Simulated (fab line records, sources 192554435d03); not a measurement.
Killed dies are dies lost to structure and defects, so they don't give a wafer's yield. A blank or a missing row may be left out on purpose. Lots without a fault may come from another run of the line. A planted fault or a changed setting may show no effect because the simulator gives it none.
Split-lot experiment | flow n5_finfet | 7 lots, 21 wafers read, on a route of 1938 steps

THE SPLIT
At N5_BEOL_M2_TRENCH_ETCH_37 (etches SiOC in C4F6/O2, target depth 55.555 nm, time 29.2 s), the setting bias_w was moved away from the recipe's 185 W on 6 of the 21 wafers read, by -13.1% to +9.2%. The other wafers ran this setting at the recipe's value.

The reading is taken at the split's own step.

THE READING
rf_vpp_V, in V, at N5_BEOL_M2_TRENCH_ETCH_37 (etches SiOC in C4F6/O2, target depth 55.555 nm, time 29.2 s). Fault-free wafers of this fab line usually give 669 V, standard deviation 7.8 V.

wafer  | tool, chamber at the split | bias_w as run, W | against the recipe | rf_vpp_V, V | against lot-mates on the recipe
L078.1 | rie_diel-02, 3             | 185              | recipe             | 677         | -
L078.3 | rie_diel-02, 2             | 202              | +9.2%              | 710         | +33
L078.6 | rie_diel-02, 1             | 202              | +9.2%              | 709         | +32
L083.1 | rie_diel-02, 0             | 185              | recipe             | 682         | -
L083.2 | rie_diel-02, 1             | 185              | recipe             | 661         | -
L083.6 | rie_diel-02, 3             | 185              | recipe             | 677         | -
L088.4 | rie_diel-02, 3             | 185              | recipe             | 675         | -
L088.5 | rie_diel-02, 0             | 185              | recipe             | 680         | -
L088.6 | rie_diel-02, 1             | 185              | recipe             | 661         | -
L089.1 | rie_diel-02, 1             | 185              | recipe             | 661         | -
L089.3 | rie_diel-02, 2             | 185              | recipe             | 675         | -
L089.5 | rie_diel-02, 1             | 185              | recipe             | 660         | -
L093.1 | rie_diel-05, 0             | 185              | recipe             | 670         | -
L093.3 | rie_diel-05, 2             | 185              | recipe             | 669         | -
L093.6 | rie_diel-05, 0             | 200.8            | +8.5%              | 717         | +48
L094.1 | rie_diel-02, 1             | 194.8            | +5.3%              | 689         | +14
L094.2 | rie_diel-02, 3             | 185              | recipe             | 676         | -
L094.5 | rie_diel-02, 2             | 185              | recipe             | 675         | -
L096.1 | rie_diel-05, 2             | 185              | recipe             | 670         | -
L096.2 | rie_diel-05, 0             | 160.8            | -13.1%             | 600         | -70
L096.5 | rie_diel-05, 2             | 160.8            | -13.1%             | 599         | -71

THE FIT
A straight line over all 21 wafers: rf_vpp_V changes by +5.02 V for each +1% of bias_w; r = +0.97; the points scatter about the line by 7.3 V.
The same after taking each lot's own level away (the mean of its wafers on the recipe; 21 wafers): +4.79 V for each +1%; r = +0.96; scatter 7.5 V.
On that fit, the largest move of bias_w shifts the reading by 63 V.
The lots' own levels span 665.3 to 677.0 V, that is 1.5 times the standard deviation above.
So the lot-to-lot level changes the slope little: the two slopes agree.
Check: with one of the wafers moved furthest among these (-13.1%) left out of the fit, the line predicts -62 V for it against its lot-mates. It came out at -70 V against them.
Tool readings at the split's step, against how far the setting was moved: rf_vpp_V r = +0.97.

OTHER SPLITS ON THESE WAFERS
These wafers also went through other splits before the reading. Each is held against what the fit with the lots' levels taken away leaves over:
other split on the same wafers          | wafers away from the commonest value | r with rf_vpp_V (lot level and that fit taken away)
N5_MOL_CONTACT_COAG_ALD_133 ald_cycles  | 4                                    | +0.14
N5_MOL_CONTACT_COAG_VIA_ETCH_117 bias_w | 9                                    | -0.22
N5_BEOL_M0_SAQP_COAT_69 spin_rpm        | 8                                    | +0.11
N5_BEOL_M0_SAQP_COAT_87 temp_c          | 6                                    | +0.05
N5_BEOL_M0_ETCH_109 bias_w              | 10                                   | +0.14
N5_BEOL_M2_DESCUM_33 time_s             | 6                                    | -0.36

THE FILE'S OWN FIT
rf_vpp_V changes by +4.76 V for each +1% of bias_w, r = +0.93.
